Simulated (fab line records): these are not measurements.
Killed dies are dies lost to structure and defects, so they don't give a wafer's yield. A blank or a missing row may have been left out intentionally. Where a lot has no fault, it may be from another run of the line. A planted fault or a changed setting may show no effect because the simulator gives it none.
fab line records	flow nand_harc
record: lots: 7	wafers: 21	last_day: 24
route steps=1159 shown A_ONON_D1@438 A_CHANNEL_HOLE_D1@450 END@1159
lots untouched by any fault: they come from a run of this same line in which no faults occurred
start_h: start of the lot's first displayed wafer, in hours after the record's first day	wait_h: hours elapsed since this lot's preceding step	" as in the row above	L1.1+2: a single row standing in for several wafers	- either no value or no given start	* or withheld: withheld	< > ~ a bound
route shown NAME@n: a module of which the file shows steps, and the number in the route of the first	usual: the fault-free wafers' mean and standard deviation	same: alike in all rows	chamber/n: place in a boat	sites: the reading at each site	_std_site: standard deviation of those values	_edge_site: outer sites' mean less inner sites'	radius_mm: for every site, how far away it sits from the centre of the wafer	mask NAME#n: copy n	behind: the tool/chamber that last shaped the wafer	hold: the reason the lot was held/the length of the hold in hours/how it ended	device: which transistor (n, p or np) failed to switch	end of line: the same wafers' tests at the end of the route	a step given without rows: its recipe and nothing more	killed: dies that structure and defects cost at the first sort, which is not the same as the wafer's yield	map: the dies of a wafer, with x for killed, . for not killed, _ for no die there
set.NAME: the setting as run; set.NAME@STEP: as run at that earlier step	model.NAME: the simulator's own value behind a step, which no gauge read
lots at selected steps of the route; one table per step, one row per wafer
services: the hour from which a tool's chamber was out of use, counted from the record's first day as start_h (under 0 if before that day), plus the number of hours and why
== steps ==
step: NHARC_A_ONON_D1_DEP_19
recipe: target_thk_a: 10000	n2_flow_sccm: 2750	n2o_flow_sccm: 2000	nh3_flow_sccm: 500	sih4_flow_sccm: 210	temp_c: 400
step: NHARC_A_ONON_D1_THK_MEAS_21
recipe: thk_meas_gauge: ellipsometry
usual: thk_nm: 999/9.3
lot.wafer	tool	chamber	start_h	wait_h	thk_nm
L598.1	film_metro-01	-	198.58	-	1008
L598.3	"	-	"	"	1007
L598.5	"	-	"	"	1004
L597.1	film_metro-01	-	198.93	-	1020
L597.3	"	-	"	"	1021
L597.5	"	-	"	"	1022
L604.2	film_metro-02	-	232.69	-	1008
L604.3	"	-	"	"	1007
L604.4	"	-	"	"	1009
L607.2	film_metro-02	-	243.51	-	1008
L607.3	"	-	"	"	1007
L607.6	"	-	"	"	1006
L608.1	film_metro-01	-	261.49	-	984
L608.3	"	-	"	"	983
L608.6	"	-	"	"	984
L610.2	film_metro-02	-	271.03	-	1006
L610.4	"	-	"	"	1006
L610.5	"	-	"	"	1007
L614.1	film_metro-02	-	293.99	-	994
L614.4	"	-	"	"	995
L614.6	"	-	"	"	996
step: NHARC_A_ONON_D1_DEP_22
recipe: target_thk_a: 10000	n2_flow_sccm: 2750	n2o_flow_sccm: 2000	nh3_flow_sccm: 500	sih4_flow_sccm: 210	temp_c: 400
step: NHARC_A_ONON_D1_THK_MEAS_24
recipe: thk_meas_gauge: ellipsometry
usual: thk_nm: 995/9.2
lot.wafer	tool	chamber	start_h	wait_h	thk_nm
L598.1	film_metro-01	-	199.28	-	996
L598.3	"	-	"	"	998
L598.5	"	-	"	"	997
L597.1	film_metro-01	-	199.63	-	979
L597.3	"	-	"	"	978
L597.5	"	-	"	"	980
L604.2	film_metro-02	-	233.26	-	1013
L604.3	"	-	"	"	1013
L604.4	"	-	"	"	1012
L607.2	film_metro-01	-	244.07	-	999
L607.3	"	-	"	"	999
L607.6	"	-	"	"	1001
L608.1	film_metro-02	-	262.05	-	1005
L608.3	"	-	"	"	1006
L608.6	"	-	"	"	1005
L610.2	film_metro-02	-	271.59	-	999
L610.4	"	-	"	"	999
L610.5	"	-	"	"	1000
L614.1	film_metro-02	-	294.55	-	1000
L614.4	"	-	"	"	1000
L614.6	"	-	"	"	999
step: NHARC_A_ONON_D1_DEP_25
recipe: target_thk_a: 10000	n2_flow_sccm: 2750	n2o_flow_sccm: 2000	nh3_flow_sccm: 500	sih4_flow_sccm: 210	temp_c: 400
step: NHARC_A_ONON_D1_THK_MEAS_27
recipe: thk_meas_gauge: ellipsometry
usual: thk_nm: 1000/11
lot.wafer	tool	chamber	start_h	wait_h	thk_nm
L598.1	film_metro-01	-	199.85	-	1005
L598.3	"	-	"	"	1005
L598.5	"	-	"	"	1003
L597.1	film_metro-01	-	200.20	-	1001
L597.3	"	-	"	"	1000
L597.5	"	-	"	"	1002
L604.2	film_metro-01	-	233.95	-	994
L604.3	"	-	"	"	993
L604.4	"	-	"	"	993
L607.2	film_metro-01	-	244.64	-	1003
L607.3	"	-	"	"	1004
L607.6	"	-	"	"	1004
L608.1	film_metro-02	-	262.61	-	987
L608.3	"	-	"	"	987
L608.6	"	-	"	"	987
L610.2	film_metro-02	-	272.15	-	1010
L610.4	"	-	"	"	1009
L610.5	"	-	"	"	1008
L614.1	film_metro-02	-	295.13	-	1005
L614.4	"	-	"	"	1004
L614.6	"	-	"	"	1003
step: NHARC_A_ONON_D1_DEP_28
recipe: target_thk_a: 10000	n2_flow_sccm: 2750	n2o_flow_sccm: 2000	nh3_flow_sccm: 500	sih4_flow_sccm: 210	temp_c: 400
step: NHARC_A_ONON_D1_THK_MEAS_30
recipe: thk_meas_gauge: ellipsometry
usual: thk_nm: 999/8.4
lot.wafer	tool	chamber	start_h	wait_h	thk_nm
L598.1	film_metro-01	-	200.41	-	990
L598.3	"	-	"	"	991
L598.5	"	-	"	"	991
L597.1	film_metro-02	-	200.78	-	996
L597.3	"	-	"	"	998
L597.5	"	-	"	"	996
L604.2	film_metro-01	-	234.52	-	1005
L604.3	"	-	"	"	1002
L604.4	"	-	"	"	1002
L607.2	film_metro-01	-	245.21	-	997
L607.3	"	-	"	"	997
L607.6	"	-	"	"	999
L608.1	film_metro-02	-	263.18	-	996
L608.3	"	-	"	"	995
L608.6	"	-	"	"	995
L610.2	film_metro-01	-	272.72	-	1018
L610.4	"	-	"	"	1019
L610.5	"	-	"	"	1018
L614.1	film_metro-02	-	295.69	-	1011
L614.4	"	-	"	"	1011
L614.6	"	-	"	"	1011
step: NHARC_A_ONON_D1_DEP_33
recipe: target_thk_a: 2000	temp_c: 400	pressure_torr: 6.5	rf_w: 900	teos_flow_sccm: 161.4	flow_sccm: 2650	target_thk_nm: 200	gas: O2	material: SiO2
usual: chamber_pressure_Torr: 6.500/0.016	flow_sccm: 2651/7.1	heater_power_w: 603/79	throttle_valve_pct: 16.0/0.79
lot.wafer	tool	chamber	start_h	wait_h	chamber_pressure_Torr	flow_sccm	heater_power_w	throttle_valve_pct
L598.1	pecvd-02	0	200.51	0.1	6.506	2648	700	17.3
L598.3	"	1	"	"	6.517	2654	520	15.3
L598.5	"	0	"	"	6.505	2659	702	17.0
L597.1	pecvd-02	1	200.83	0.1	6.509	2643	624	15.4
L597.3	"	2	"	"	6.519	2654	527	15.8
L597.5	"	2	"	"	6.506	2646	552	16.1
L604.3	pecvd-02	0	234.72	0.2	6.482	2645	588	17.3
L604.2	"	2	"	"	6.492	2641	582	15.8
L604.4	"	2	"	"	6.499	2652	597	15.9
L607.2	pecvd-04	2	245.49	0.3	6.497	2640	682	15.1
L607.3	"	1	"	"	6.502	2653	586	15.9
L607.6	"	0	"	"	6.527	2643	598	16.6
L608.1	pecvd-02	2	263.24	0.1	6.488	2646	616	16.0
L608.3	"	0	"	"	6.524	2654	634	17.4
L608.6	"	0	"	"	6.510	2662	658	17.3
L610.2	pecvd-01	1	272.77	0.1	6.515	2651	588	15.4
L610.4	"	1	"	"	6.496	2667	601	15.3
L610.5	"	2	"	"	6.495	2658	735	16.7
L614.1	pecvd-02	0	295.96	0.3	6.471	2650	707	17.5
L614.4	"	2	"	"	6.500	2647	608	16.2
L614.6	"	0	"	"	6.489	2654	715	17.3
step: NHARC_A_ONON_D1_THK_MEAS_34
recipe: thk_meas_gauge: ellipsometry
usual: thk_nm: 199.8/2.5
lot.wafer	tool	chamber	start_h	wait_h	thk_nm
L598.1	film_metro-02	-	200.88	-	200.3
L598.3	"	-	"	"	199.1
L598.5	"	-	"	"	202.8
L597.1	film_metro-01	-	201.24	-	197.5
L597.3	"	-	"	"	199.8
L597.5	"	-	"	"	200.5
L604.2	film_metro-01	-	235.13	-	197.0
L604.3	"	-	"	"	197.2
L604.4	"	-	"	"	199.6
L607.2	film_metro-02	-	245.91	-	195.6
L607.3	"	-	"	"	197.9
L607.6	"	-	"	"	201.1
L608.1	film_metro-01	-	263.79	0.5	195.6
L608.3	"	-	"	"	200.5
L608.6	"	-	"	"	198.4
L610.2	film_metro-02	-	273.19	-	198.6
L610.4	"	-	"	"	204.6
L610.5	"	-	"	"	203.5
L614.1	film_metro-02	-	296.31	-	201.5
L614.4	"	-	"	"	198.7
L614.6	"	-	"	"	201.2
step: NHARC_A_ONON_D1_INSPECT_32
usual: raw_defect_count: 70/25
lot.wafer	tool	chamber	start_h	wait_h	raw_defect_count
L598.1	defect_inspect-02	-	200.94	0.0	68
L598.3	"	-	"	"	44
L598.5	"	-	"	"	64
L597.1	defect_inspect-01	-	201.33	0.0	70
L597.3	"	-	"	"	53
L597.5	"	-	"	"	103
L604.2	defect_inspect-01	-	235.20	0.0	119
L604.3	"	-	"	"	97
L604.4	"	-	"	"	76
L607.2	defect_inspect-02	-	245.99	0.0	46
L607.3	"	-	"	"	50
L607.6	"	-	"	"	73
L608.1	defect_inspect-01	-	263.85	0.0	53
L608.3	"	-	"	"	69
L608.6	"	-	"	"	53
L610.2	defect_inspect-02	-	273.25	0.0	126
L610.4	"	-	"	"	77
L610.5	"	-	"	"	61
L614.1	defect_inspect-02	-	296.37	0.0	82
L614.4	"	-	"	"	71
L614.6	"	-	"	"	94
step: NHARC_A_CHANNEL_HOLE_D1_DEP_00
recipe: target_thk_a: 31000	temp_c: 400	material: aC
usual: throttle_valve_pct: 34.999/0.009
lot.wafer	tool	chamber	start_h	wait_h	throttle_valve_pct
L598.1	acl_dep-02	0	201.19	0.2	34.998
L598.3	"	0	"	"	35.008
L598.5	"	0	"	"	35.002
L598.1	acl_dep-01	0	203.40	1.9	35.005
L598.3	"	0	"	"	34.994
L598.5	"	0	"	"	35.008
L597.1	acl_dep-03	0	202.40	1.1	35.006
L597.3	"	0	"	"	35.009
L597.5	"	0	"	"	35.000
L597.1	acl_dep-02	0	205.56	2.8	35.029
L597.3	"	0	"	"	34.993
L597.5	"	0	"	"	35.008
L604.2	acl_dep-01	0	236.59	1.4	35.004
L604.3	"	0	"	"	34.988
L604.4	"	0	"	"	34.999
L604.2	acl_dep-03	0	239.20	2.3	34.994
L604.3	"	0	"	"	34.993
L604.4	"	0	"	"	34.980
L607.2	acl_dep-01	0	250.60	4.6	34.996
L607.3	"	0	"	"	34.987
L607.6	"	0	"	"	34.992
L608.1	acl_dep-01	0	264.52	0.7	34.988
L608.3	"	0	"	"	35.011
L608.6	"	0	"	"	35.003
L610.2	acl_dep-01	0	274.04	0.8	35.000
L610.4	"	0	"	"	35.003
L610.5	"	0	"	"	35.010
L614.1	acl_dep-03	0	297.25	0.9	34.991
L614.4	"	0	"	"	34.993
L614.6	"	0	"	"	34.989
step: NHARC_A_CHANNEL_HOLE_D1_DEP_01
recipe: target_thk_a: 1400	target_thk_nm: 140	temp_c: 400	pressure_torr: 3.5	flow_sccm: 200	rf_w: 350	material: SiON
usual: chamber_pressure_Torr: 3.500/0.0077	heater_power_w: 780/73
lot.wafer	tool	chamber	start_h	wait_h	chamber_pressure_Torr	heater_power_w
L598.3	pecvd-01	2	205.96	1.6	3.493	882
L598.1	"	0	"	"	3.487	798
L598.5	"	1	"	"	3.503	796
L597.1	pecvd-03	2	207.59	1.7	3.503	627
L597.3	"	1	"	"	3.517	775
L597.5	"	1	"	"	3.504	771
L604.2	pecvd-03	0	241.05	1.5	3.500	765
L604.3	"	1	"	"	3.508	797
L604.4	"	2	"	"	3.499	719
L607.2	pecvd-04	2	252.20	1.3	3.500	931
L607.3	"	1	"	"	3.492	801
L607.6	"	0	"	"	3.486	756
L608.3	pecvd-03	1	266.46	1.0	3.493	781
L608.1	"	2	"	"	3.503	661
L608.6	"	1	"	"	3.507	761
L610.2	pecvd-01	1	275.70	1.3	3.499	736
L610.4	"	2	"	"	3.502	902
L610.5	"	1	"	"	3.504	739
L614.1	pecvd-01	2	299.28	1.7	3.491	863
L614.4	"	1	"	"	3.500	773
L614.6	"	0	"	"	3.495	676
step: NHARC_END_SORT_01
recipe: temp_c: 25
usual: killed_at_array: 26/9.9	killed_at_other: 0.8/1	killed_at_periphery: 2.8/2.2	killed_dies: 29/9.9	killed_open: 3.2/1.8	killed_short: 2.1/1.4
same: gross_dies: 677
lot.wafer	tool	chamber	start_h	wait_h	killed_at_array	killed_at_other	killed_at_periphery	killed_dies	killed_open	killed_short
L597.1	prober-01	0	471.36	2.5	674	1	2	677	4	1
L597.3	prober-01	0	472.98	3.1	670	4	3	677	5	1
L597.5	prober-01	0	474.59	3.7	671	3	3	677	2	2
L598.1	prober-02	0	488.70	2.5	672	1	4	677	3	3
L598.3	prober-02	0	490.30	3.1	674	0	3	677	3	1
L598.5	prober-02	0	491.90	3.7	673	1	3	677	3	3
L604.2	prober-02	0	505.25	2.8	672	1	4	677	5	4
L604.3	prober-02	0	506.05	3.1	677	0	0	677	3	0
L604.4	prober-02	0	506.85	3.4	676	0	1	677	1	1
L607.2	prober-01	0	512.90	2.8	15	0	2	17	3	1
L607.3	prober-01	0	513.70	3.1	14	0	0	14	3	3
L607.6	prober-01	0	516.09	4.0	15	0	0	15	2	1
L608.1	prober-02	0	525.24	2.5	26	0	8	34	5	0
L608.3	prober-02	0	526.82	3.1	24	0	2	26	2	2
L608.6	prober-02	0	529.19	4.0	30	0	4	34	1	3
L610.2	prober-01	0	541.50	2.8	43	0	0	43	3	1
L610.4	prober-01	0	543.08	3.4	53	2	5	60	7	0
L610.5	prober-01	0	543.87	3.7	29	2	0	31	1	1
L614.1	prober-02	0	567.27	2.5	26	2	0	28	3	4
L614.4	prober-02	0	569.63	3.4	26	1	0	27	3	2
L614.6	prober-02	0	571.20	3.9	27	0	1	28	2	4
killed by level:class
L597.1 A_CHANNEL_HOLE_D1:area_dep=649 A_SLIT:chamber_film_flake=10 A_BONDPAD:chamber_film_flake=4 A_STAIRCASE:chamber_film_flake=3 A_CHANNEL_HOLE_D1:chamber_film_flake=2 A_CONTACT:chamber_film_flake=2 P_M0:geometric_particle:open=1 P_M2:geometric_particle:open=1
L597.3 A_CHANNEL_HOLE_D1:area_dep=645 A_SLIT:chamber_film_flake=10 A_CHANNEL_HOLE_D1:chamber_film_flake=4 A_STAIRCASE:chamber_film_flake=4 THIN_TSV:chamber_film_flake=4 A_CONTACT:geometric_particle:open=3 A_BONDPAD:chamber_film_flake=3 P_CONTACT:geometric_particle:open=1
L597.5 A_CHANNEL_HOLE_D1:area_dep=650 A_SLIT:chamber_film_flake=5 A_STAIRCASE:chamber_film_flake=4 A_BONDPAD:chamber_film_flake=4 A_CHANNEL_HOLE_D1:chamber_film_flake=3 THIN_TSV:chamber_film_flake=3 P_M1:chamber_film_flake=2 A_CONTACT:chamber_film_flake=2
L598.1 A_CHANNEL_HOLE_D1:area_dep=660 P_ZERO_WELL:chamber_film_flake=4 A_CONTACT:geometric_particle:short=2 A_BLC:geometric_particle:open=2 A_CHANNEL_HOLE_D1:chamber_film_flake=2 A_STAIRCASE:chamber_film_flake=2 A_WL_FILL:geometric_particle:short=1 A_CONTACT:geometric_particle:open=1
L598.3 A_CHANNEL_HOLE_D1:area_dep=657 A_CHANNEL_HOLE_D1:chamber_film_flake=4 P_ZERO_WELL:chamber_film_flake=3 A_STAIRCASE:chamber_film_flake=3 A_M1:chamber_film_flake=2 A_CHANNEL_HOLE_D1:geometric_particle:open=1 A_CHANNEL_FILL_D1:geometric_particle:open=1 A_CONTACT:geometric_particle:open=1
L598.5 A_CHANNEL_HOLE_D1:area_dep=661 A_CHANNEL_HOLE_D1:chamber_film_flake=3 A_ZERO_WELL:chamber_film_flake=2 A_WL_FILL:chamber_film_flake=2 P_STI:geometric_particle:short=1 P_GATE:geometric_particle:open=1 A_ONON_D1:geometric_particle:short=1 A_CHANNEL_HOLE_D1:geometric_particle:short=1
L604.2 A_CHANNEL_HOLE_D1:area_dep=641 A_CHANNEL_HOLE_D1:chamber_film_flake=10 A_SLIT:chamber_film_flake=7 A_WL_FILL:chamber_film_flake=4 A_ONON_D1:geometric_particle:short=2 P_ZERO_WELL:chamber_film_flake=2 A_STAIRCASE:chamber_film_flake=2 P_M0:geometric_particle:open=1
L604.3 A_CHANNEL_HOLE_D1:area_dep=645 A_SLIT:chamber_film_flake=13 A_CHANNEL_HOLE_D1:chamber_film_flake=10 A_STAIRCASE:chamber_film_flake=2 A_CONTACT:chamber_film_flake=2 A_STAIRCASE:geometric_particle:open=1 A_CONTACT:geometric_particle:open=1 A_BLC:geometric_particle:open=1
L604.4 A_CHANNEL_HOLE_D1:area_dep=648 A_CHANNEL_HOLE_D1:chamber_film_flake=13 A_SLIT:chamber_film_flake=5 A_CONTACT:chamber_film_flake=3 A_ZERO_WELL:chamber_film_flake=2 A_STAIRCASE:chamber_film_flake=2 A_CHANNEL_FILL_D1:geometric_particle:open=1 A_SGD_CUT:geometric_particle:short=1
L607.2 A_CHANNEL_HOLE_D1:chamber_film_flake=6 A_WL_FILL:chamber_film_flake=4 A_STAIRCASE:chamber_film_flake=2 P_M0:geometric_particle:open=1 P_M1:geometric_particle:open=1 A_CHANNEL_FILL_D1:geometric_particle:open=1 A_WL_FILL:geometric_particle:short=1 A_BLC:chamber_film_flake=1
L607.3 A_CHANNEL_HOLE_D1:chamber_film_flake=5 A_SGD_CUT:geometric_particle:short=2 A_CONTACT:geometric_particle:open=2 A_CONTACT:chamber_film_flake=2 A_CHANNEL_FILL_D1:geometric_particle:short=1 A_BLC:geometric_particle:open=1 A_STAIRCASE:chamber_film_flake=1
L607.6 A_CONTACT:chamber_film_flake=5 A_CHANNEL_HOLE_D1:chamber_film_flake=2 A_STAIRCASE:chamber_film_flake=2 A_ONON_D1:geometric_particle:short=1 A_WL_FILL:geometric_particle:open=1 A_BLC:geometric_particle:open=1 A_CHANNEL_FILL_D1:chamber_film_flake=1 A_BLC:chamber_film_flake=1
L608.1 A_SLIT:chamber_film_flake=13 A_CONTACT:chamber_film_flake=5 P_CONTACT:chamber_film_flake=4 A_CHANNEL_HOLE_D1:chamber_film_flake=4 P_M0:geometric_particle:open=1 P_M1:geometric_particle:open=1 A_ONON_D1:geometric_particle:open=1 A_STAIRCASE:geometric_particle:open=1
L608.3 A_SLIT:chamber_film_flake=8 A_CHANNEL_HOLE_D1:chamber_film_flake=4 A_STAIRCASE:chamber_film_flake=3 A_WL_FILL:chamber_film_flake=3 A_CONTACT:chamber_film_flake=3 P_M1:geometric_particle:short=1 A_ONON_D1:geometric_particle:short=1 A_CONTACT:geometric_particle:open=1
L608.6 A_SLIT:chamber_film_flake=18 A_CHANNEL_HOLE_D1:chamber_film_flake=5 A_CONTACT:chamber_film_flake=4 P_CONTACT:geometric_particle:short=2 A_WL_FILL:chamber_film_flake=2 P_CONTACT:geometric_particle:open=1 A_CONTACT:geometric_particle:short=1 P_CONTACT:chamber_film_flake=1
L610.2 A_CHANNEL_HOLE_D1:chamber_film_flake=13 A_SLIT:chamber_film_flake=13 A_STAIRCASE:chamber_film_flake=10 A_CONTACT:geometric_particle:open=2 A_CONTACT:chamber_film_flake=2 A_CONTACT:geometric_particle:short=1 A_M0:geometric_particle:open=1 A_WL_FILL:chamber_film_flake=1
L610.4 A_CHANNEL_HOLE_D1:chamber_film_flake=21 A_SLIT:chamber_film_flake=16 A_STAIRCASE:chamber_film_flake=8 A_CONTACT:chamber_film_flake=5 P_CONTACT:geometric_particle:open=4 THIN_TSV:chamber_film_flake=2 A_CONTACT:geometric_particle:open=1 A_BLC:geometric_particle:open=1
L610.5 A_SLIT:chamber_film_flake=13 A_CHANNEL_HOLE_D1:chamber_film_flake=11 A_CONTACT:chamber_film_flake=3 THIN_TSV:chamber_film_flake=2 A_SOURCE_PLATE:geometric_particle:short=1 A_CHANNEL_HOLE_D1:geometric_particle:open=1
L614.1 A_SLIT:chamber_film_flake=11 A_CHANNEL_HOLE_D1:chamber_film_flake=5 A_WL_FILL:geometric_particle:short=2 A_STAIRCASE:chamber_film_flake=2 THIN_TSV:chamber_film_flake=2 A_STAIRCASE:geometric_particle:short=1 A_SGD_CUT:geometric_particle:open=1 A_BLC:geometric_particle:open=1
L614.4 A_SLIT:chamber_film_flake=12 A_CONTACT:chamber_film_flake=4 A_CONTACT:geometric_particle:open=3 A_CHANNEL_HOLE_D1:chamber_film_flake=3 A_SGD_CUT:geometric_particle:short=1 A_M1:geometric_particle:short=1 A_STAIRCASE:chamber_film_flake=1 A_WL_FILL:chamber_film_flake=1
L614.6 A_SLIT:chamber_film_flake=16 A_CHANNEL_HOLE_D1:chamber_film_flake=2 A_WL_FILL:chamber_film_flake=2 A_CONTACT:chamber_film_flake=2 P_CONTACT:geometric_particle:short=1 A_CHANNEL_HOLE_D1:geometric_particle:open=1 A_SGD_CUT:geometric_particle:short=1 A_WL_FILL:geometric_particle:short=1
map L597.1 (x killed, . not)
____________x____________
_________xxxxxxx_________
_______xxxxxxxxxxx_______
______xxxxxxxxxxxxx______
_____xxxxxxxxxxxxxxx_____
____xxxxxxxxxxxxxxxxx____
____xxxxxxxxxxxxxxxxx____
___xxxxxxxxxxxxxxxxxxx___
___xxxxxxxxxxxxxxxxxxx___
__xxxxxxxxxxxxxxxxxxxxx__
__xxxxxxxxxxxxxxxxxxxxx__
_xxxxxxxxxxxxxxxxxxxxxxx_
_xxxxxxxxxxxxxxxxxxxxxxx_
_xxxxxxxxxxxxxxxxxxxxxxx_
_xxxxxxxxxxxxxxxxxxxxxxx_
_xxxxxxxxxxxxxxxxxxxxxxx_
xxxxxxxxxxxxxxxxxxxxxxxxx
xxxxxxxxxxxxxxxxxxxxxxxxx
xxxxxxxxxxxxxxxxxxxxxxxxx
xxxxxxxxxxxxxxxxxxxxxxxxx
xxxxxxxxxxxxxxxxxxxxxxxxx
_xxxxxxxxxxxxxxxxxxxxxxx_
_xxxxxxxxxxxxxxxxxxxxxxx_
_xxxxxxxxxxxxxxxxxxxxxxx_
_xxxxxxxxxxxxxxxxxxxxxxx_
_xxxxxxxxxxxxxxxxxxxxxxx_
__xxxxxxxxxxxxxxxxxxxxx__
__xxxxxxxxxxxxxxxxxxxxx__
___xxxxxxxxxxxxxxxxxxx___
___xxxxxxxxxxxxxxxxxxx___
____xxxxxxxxxxxxxxxxx____
____xxxxxxxxxxxxxxxxx____
_____xxxxxxxxxxxxxxx_____
______xxxxxxxxxxxxx______
_______xxxxxxxxxxx_______
_________xxxxxxx_________
____________x____________
map L598.1 (x killed, . not)
____________x____________
_________xxxxxxx_________
_______xxxxxxxxxxx_______
______xxxxxxxxxxxxx______
_____xxxxxxxxxxxxxxx_____
____xxxxxxxxxxxxxxxxx____
____xxxxxxxxxxxxxxxxx____
___xxxxxxxxxxxxxxxxxxx___
___xxxxxxxxxxxxxxxxxxx___
__xxxxxxxxxxxxxxxxxxxxx__
__xxxxxxxxxxxxxxxxxxxxx__
_xxxxxxxxxxxxxxxxxxxxxxx_
_xxxxxxxxxxxxxxxxxxxxxxx_
_xxxxxxxxxxxxxxxxxxxxxxx_
_xxxxxxxxxxxxxxxxxxxxxxx_
_xxxxxxxxxxxxxxxxxxxxxxx_
xxxxxxxxxxxxxxxxxxxxxxxxx
xxxxxxxxxxxxxxxxxxxxxxxxx
xxxxxxxxxxxxxxxxxxxxxxxxx
xxxxxxxxxxxxxxxxxxxxxxxxx
xxxxxxxxxxxxxxxxxxxxxxxxx
_xxxxxxxxxxxxxxxxxxxxxxx_
_xxxxxxxxxxxxxxxxxxxxxxx_
_xxxxxxxxxxxxxxxxxxxxxxx_
_xxxxxxxxxxxxxxxxxxxxxxx_
_xxxxxxxxxxxxxxxxxxxxxxx_
__xxxxxxxxxxxxxxxxxxxxx__
__xxxxxxxxxxxxxxxxxxxxx__
___xxxxxxxxxxxxxxxxxxx___
___xxxxxxxxxxxxxxxxxxx___
____xxxxxxxxxxxxxxxxx____
____xxxxxxxxxxxxxxxxx____
_____xxxxxxxxxxxxxxx_____
______xxxxxxxxxxxxx______
_______xxxxxxxxxxx_______
_________xxxxxxx_________
____________x____________
== services ==
tool	chamber	start_h	hours	kind
pecvd-03	1	182.79	6.5	repair
pecvd-04	-	195.36	13.0	pm
pecvd-04	0	195.36	13.0	vent_cycle
pecvd-04	1	195.36	13.0	vent_cycle
pecvd-04	2	195.36	13.0	vent_cycle
pecvd-04	0	208.36	-	clean
pecvd-04	1	208.36	-	clean
pecvd-04	2	208.36	-	clean
acl_dep-03	-	225.89	13.0	pm
pecvd-01	-	237.18	13.0	pm
pecvd-01	0	237.18	13.0	vent_cycle
pecvd-01	1	237.18	13.0	vent_cycle
pecvd-01	2	237.18	13.0	vent_cycle
pecvd-01	0	250.18	-	clean
pecvd-01	1	250.18	-	clean
pecvd-01	2	250.18	-	clean
pecvd-02	1	262.67	10.2	repair
pecvd-03	-	276.12	1.2	repair
acl_dep-01	-	289.05	0.3	repair
pecvd-03	-	292.25	13.0	pm
pecvd-03	0	292.25	13.0	vent_cycle
pecvd-03	1	292.25	13.0	vent_cycle
pecvd-03	2	292.25	13.0	vent_cycle
acl_dep-01	-	294.06	13.0	pm
== key ==
first_sign: step: NHARC_A_CHANNEL_HOLE_D1_DEP_00	reading: visit	direction: added
effect: step: NHARC_END_SORT_01	reading: killed_at_array	direction: up	sigmas: 65	usual: 26	struck: 673
more_kills_born_at: NHARC_A_CHANNEL_HOLE_D1_DEP_00@acl_dep-01: 1978	NHARC_A_CHANNEL_HOLE_D1_DEP_00@acl_dep-02: 1945	NHARC_A_CHANNEL_HOLE_D1_DEP_00@acl_dep-03: 1934
met_at NHARC_A_CHANNEL_HOLE_D1_DEP_00
struck_wafers L597.1,L597.3,L597.5,L598.1,L598.3,L598.5,L604.2,L604.3,L604.4
later_rows_left_out L597.1,L597.3,L597.5,L598.1,L598.3,L598.5,L604.2,L604.3,L604.4
tester_left_out L597,L598,L604
fault: kind: repeated_step_whole	tool: acl_dep-01,acl_dep-02,acl_dep-03	chamber: -	onset_h: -	steps: NHARC_A_CHANNEL_HOLE_D1_DEP_00	times: 1	scope: struck_lots_only
tester_left_out: of these lots the tester's yield and bins aren't shown, on N5 and GAA mostly nor the transistor test; their killed dies are dies lost to structure and defects alone, not to doping, threshold or leakage, so they don't give the yield
later_rows_left_out: the simulator's readings of these wafers behind a module that went badly wrong aren't trusted and aren't shown, but for the sort
